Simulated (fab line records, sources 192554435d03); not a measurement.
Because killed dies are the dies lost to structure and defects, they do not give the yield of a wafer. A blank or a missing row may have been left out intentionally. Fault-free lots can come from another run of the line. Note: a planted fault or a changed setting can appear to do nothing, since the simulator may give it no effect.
Problem report in the 8D (eight disciplines) form, filled by code | flow n5-finfet | the parts of the form that need people (team, actions taken, sign-off) are left out

1. THE PROBLEM
Mean of cathode-dc-power-W at N5_MIM_TOP_SPUTTER_03: 3707.4 W across 6 wafers in 2 lots; on wafers with no fault it is 2999.9 W (standard deviation 0.58). That is +99 or more standard deviations from the usual mean.
The step: material TiN, target thk 35 nm, time 89.7 s.
The first sign was on wafer L455.2 at day 15 10:56, on pvd-sputter-01. Wafers with a number at this step in the record: 30, from 11 lots. Rule for "out" (also "out of limits"): further than 4 standard deviations from the usual mean. The rest of the wafers with a number are treated as sound.

2. WHAT IT IS, WHAT IT ISN'T
question                    | is                     | is not
which readings at this step | cathode-dc-power-W     | -
which lots                  | L454, L455             | L440, L442, L443, L444, L445, L446, L447, L456, L458
which wafers of those lots  | all that have a number | -
read on which tools         | pvd-sputter-01         | pvd-sputter-02, pvd-sputter-03
when                        | from day 15 10:56      | up to then (19 sound wafers); but 5 sound wafers of L456, L458 came after

3. SUSPECTS, AND WHAT RULES EACH OUT
Counting: a tool at any process step up to the reading remains a suspect when it ran all the lots that are out and ran no sound lot after the first of those.
- rie-diel-01 at N5_BEOL_M15_STRIP_37 (strips in O2): ruled out as a lasting fault. After its first lot that is out, L455 (day 15 06:04), sound lots L458 ran on it. N5_BEOL_M15_STRIP_37 gives no start for some lots, so the hours and the order of its lots are those of N5_BEOL_M15_PRE_CLEAN_42.
- pvd-sputter-01 at N5_MIM_TOP_SPUTTER_03 (material TiN, target thk 35 nm, time 89.7 s): kept. It processed each lot that is out, first L455 at day 15 10:56, and no sound lot thereafter; up to then, the last sound lot it processed was L444 at day 13 02:32. On those wafers its own readings are out: cathode-dc-power-W.
The count leaves pvd-sputter-01 at N5_MIM_TOP_SPUTTER_03.

4. THE CAUSE (what the simulator had put in)
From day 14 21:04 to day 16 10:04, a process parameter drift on pvd-sputter-01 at N5_MIM_TOP_SPUTTER_03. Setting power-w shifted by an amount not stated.
Only this tool survived the counting.

5. THE EFFECT CHAIN, in route order
Each row: a reading whose mean over the struck wafers that have a number lies more than 3 standard deviations from the usual. Only readings for which the record gives a usual standard deviation are gone through. hours: the time from each lot's start at the first step in this table that gives one to its start at this step, as a median over the lots. sigmas: the change in usual standard deviations.
hours | step                    | reading              | usual    | on struck wafers | change  | sigmas
0     | N5_MIM_TOP_SPUTTER_03   | cathode-dc-power-W   | 2999.9 W | 3707.4           | +707.5  | +99 or more
12    | N5_PASSIVATION_PROBE_49 | defect-limited-yield | 91.3 %   | 0.0              | -91.3   | -65
12    | N5_PASSIVATION_PROBE_49 | killed-at-other      | 3.5      | 1081.3           | +1077.8 | +99 or more
12    | N5_PASSIVATION_PROBE_49 | killed-dies          | 103      | 1180             | +1077   | +63
12    | N5_PASSIVATION_PROBE_49 | killed-on-rim        | 14       | 152              | +138    | +34
12    | N5_PASSIVATION_PROBE_49 | sort-n-pass          | 1076     | 0                | -1076   | -63
12    | N5_PASSIVATION_PROBE_49 | sort-yield-pct       | 91.2 %   | 0.0              | -91.2   | -65
Its process steps:
- N5_MIM_TOP_SPUTTER_03: material TiN, target thk 35 nm, time 89.7 s.
- N5_PASSIVATION_PROBE_49

6. WHAT WOULD HAVE CAUGHT IT SOONER
In this record no reading fell out of limits until day 15 10:56, 14 hours after the fault had begun at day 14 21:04.
